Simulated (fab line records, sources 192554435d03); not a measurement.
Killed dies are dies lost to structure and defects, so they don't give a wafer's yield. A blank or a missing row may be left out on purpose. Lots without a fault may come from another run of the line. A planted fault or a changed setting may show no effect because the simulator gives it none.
Chamber matching | flow n5_finfet | N5_SD_EPI_N_ETCH_35 on rie_diel-02: 4 sister chambers
The step etches SOC in N2/H2, overetch 108 nm, time 486 s. 20 wafers are shown with their chamber, then 10 later ones without.

WAFERS WITH THEIR CHAMBER
wafer  | chamber | drypump_motor_current_A (A) | showerhead_plenum_p_Torr (Torr) | throttle_valve_pct (%)
L077.4 | 0       | 6.8                         | 2.41                            | 23.21
L077.5 | 3       | 5.3                         | 2.59                            | 23.91
L077.6 | 0       | 6.8                         | 2.41                            | 23.23
L078.2 | 3       | 5.3                         | 2.59                            | 23.91
L078.4 | 2       | 5.6                         | 2.71                            | 23.83
L078.5 | 1       | 6.0                         | 2.42                            | 23.54
L079.2 | 0       | 6.8                         | 2.41                            | 23.23
L079.3 | 1       | 5.9                         | 2.42                            | 23.55
L079.5 | 3       | 5.3                         | 2.59                            | 23.93
L080.1 | 1       | 5.9                         | 2.42                            | 23.56
L080.4 | 2       | 5.6                         | 2.70                            | 23.83
L080.6 | 2       | 5.6                         | 2.70                            | 23.83
L085.2 | 0       | 6.8                         | 2.41                            | 23.24
L085.3 | 3       | 5.3                         | 2.59                            | 23.93
L085.4 | 1       | 5.9                         | 2.42                            | 23.57
L088.1 | 0       | 6.8                         | 2.40                            | 23.27
L088.2 | 1       | 5.9                         | 2.41                            | 23.58
L088.3 | 3       | 5.3                         | 2.58                            | 23.94
L088.4 | 2       | 5.6                         | 2.70                            | 23.86
L088.5 | 3       | 5.3                         | 2.58                            | 23.95

SIGNATURES (means of the wafers above)
reading                  | chamber 0 | chamber 1 | chamber 2 | chamber 3 | scatter within a chamber
drypump_motor_current_A  | 6.800     | 5.920     | 5.600     | 5.300     | 0.0224
showerhead_plenum_p_Torr | 2.4080    | 2.4180    | 2.7025    | 2.5867    | 0.0048
throttle_valve_pct       | 23.2360   | 23.5600   | 23.8375   | 23.9283   | 0.0175
Rule: a wafer's distance from a chamber is the root of the sum, over the readings, of the square of ((its reading less the chamber's mean) divided by the reading's scatter). The wafer belongs to the nearest chamber; if the next one is less than 2 further off, it can't be placed. The scatter: the root of (the sum of the squares of (reading less its chamber's mean) over the shown wafers, divided by (wafers less chambers)).

WAFERS WITHOUT THEIR CHAMBER
wafer  | drypump_motor_current_A (A) | showerhead_plenum_p_Torr (Torr) | throttle_valve_pct (%)
L088.6 | 6.8                         | 2.40                            | 23.26
L089.3 | 6.8                         | 2.40                            | 23.27
L089.4 | 5.3                         | 2.58                            | 23.95
L089.5 | 6.8                         | 2.40                            | 23.27
L093.1 | 5.6                         | 2.69                            | 23.85
L093.4 | 5.3                         | 2.58                            | 23.95
L093.5 | 6.8                         | 2.40                            | 23.26
L096.3 | 5.9                         | 2.40                            | 23.61
L096.4 | 5.3                         | 2.58                            | 23.96
L096.5 | 5.6                         | 2.69                            | 23.87

WHICH CHAMBER EACH WENT THROUGH
wafer  | from the rows above | in truth
L088.6 | 0                   | 0
L089.3 | 0                   | 0
L089.4 | 3                   | 3
L089.5 | 0                   | 0
L093.1 | 2                   | 2
L093.4 | 3                   | 3
L093.5 | 0                   | 0
L096.3 | 1                   | 1
L096.4 | 3                   | 3
L096.5 | 2                   | 2
Placed correctly: 10 of 10. Can't be placed from these rows: 0. Placed wrongly: 0.
